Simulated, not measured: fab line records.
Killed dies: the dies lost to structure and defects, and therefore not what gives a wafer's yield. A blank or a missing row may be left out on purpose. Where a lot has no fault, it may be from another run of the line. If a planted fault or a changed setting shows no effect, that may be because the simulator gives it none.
A struck lot beside a sound one ; flow n5_finfet ; 15 steps out of a route of 1938
Sound: wafers L444.2, L444.5, L444.6. Struck: wafers L436.1, L436.3, L436.5. The cause is given at the end.
For every step that has rows: the tool of each side, followed by ch and its chambers, followed by its first start. Under that, the readings that differ: sound wafers ; struck wafers ; difference of the means ; sigmas: that difference in standard deviations of wafers without a fault.
alike: words and numbers the same on both sides, and readings whose means are apart by under 2 such deviations; not compared: readings that were withheld, readings missing a value for some wafer, numbers with overlapping values and no deviation given by the record, and bounds like >300 which may hide the same value.
The two part at a step that has a row with sigmas, a row that says differs or no value, or rows on one side only. When numbers do not overlap yet have no deviation, they are printed without sigmas and do not part them. Lack of a reading on every wafer of one side parts them only where that side has two or more wafers.

first, 4 steps without rows for these wafers: N5_GATE_CUT_ETCH_19 (etches SiNx in CH3F/O2, target depth 53.7 nm, time 76.7 s); N5_GATE_CUT_CUT_ETCH_53 (etches W in SF6/Cl2, target depth 79.2 nm); N5_GATE_CUT_CUT_ETCH_54 (etches TiN in Cl2/BCl3, target depth 96.7 nm); N5_GATE_CUT_CUT_ETCH_55 (etches HfO2 in BCl3, target depth 3.2 nm).
N5_GATE_CUT_ETCH_47: etches SiO2 in Cl2/BCl3, target depth 10 nm.
  sound on rie_metal-03 ch 0,1, day 8 06:18; struck on rie_metal-01 ch 1, day 6 16:23
  alike: drypump_motor_current_A, oes_product_au, throttle_valve_pct
  not compared: rf_hours_counter_h
N5_GATE_CUT_VAPOR_ETCH_48: etches TiN in BCl3/Cl2.
  sound on rie_metal-03 ch 0,1, day 8 06:20; struck on rie_metal-01 ch 1, day 6 16:25
  alike: drypump_motor_current_A, oes_product_au
N5_GATE_CUT_VAPOR_ETCH_49: etches TiAlC in BCl3/Cl2.
  sound on rie_metal-03 ch 0,1, day 8 06:22; struck on rie_metal-01 ch 1, day 6 16:26
  alike: drypump_motor_current_A, oes_product_au
N5_GATE_CUT_VAPOR_ETCH_51: etches HfO2 in BCl3/Cl2.
  sound on rie_metal-03 ch 0,1, day 8 06:23; struck on rie_metal-01 ch 1, day 6 16:28
  alike: drypump_motor_current_A, oes_product_au
then, 3 steps without rows for these wafers: N5_GATE_CUT_STRIP_21 (strips in N2/H2, time 30 s); N5_GATE_CUT_STRIP_29 (strips in post etch residue remover, time 60 s); N5_GATE_CUT_SRD_52 (time 30 s).
N5_GATE_CUT_ALD_22: deposits SiNx, target thk 16 nm, pulse time 1 s, ald cycles 320.
  sound on ald_sin-04 ch 0,1,2, day 8 06:36; struck on ald_sin-04 ch 0,1, day 6 17:02
  alike: heater_power_w, precursor_pulse_height_rel
N5_GATE_CUT_CMP_23: polishes, stops on SiO2, t overpolish 23.4 s, target thk 16 nm.
  sound on cmp-02 ch 2,3, day 8 08:07; struck on cmp-03 ch 1,2,3, day 6 18:36
reading;sound;struck;difference;sigmas
platen_rpm (rpm);51.81 51.89 51.80;53.88 53.94 53.83;+2.05;+54
  alike: motor_current_A, overpolish_run_s, time_to_endpoint_s
  not compared: pad_life_wafers
N5_GATE_CUT_THK_MEAS_24:
  struck on film_metro-02, day 6 18:49; sound on film_metro-01, day 8 08:23
  alike: GC_FILL_THK
-- the record jumps here: 8 days lie between the struck wafers' starts before and after (it left off in module GATE_CUT and takes up again in module PASSIVATION, whose first step shown is number 1936 of the route) --
N5_PASSIVATION_PROBE_49:
  only the struck wafers here have rows in the record (prober-02, day 14 16:05); the sound ones have none

== WHERE THEY PART ==
At N5_GATE_CUT_CMP_23 first; at N5_PASSIVATION_PROBE_49 last (within this record only).

WHY: what had been put in by the simulator
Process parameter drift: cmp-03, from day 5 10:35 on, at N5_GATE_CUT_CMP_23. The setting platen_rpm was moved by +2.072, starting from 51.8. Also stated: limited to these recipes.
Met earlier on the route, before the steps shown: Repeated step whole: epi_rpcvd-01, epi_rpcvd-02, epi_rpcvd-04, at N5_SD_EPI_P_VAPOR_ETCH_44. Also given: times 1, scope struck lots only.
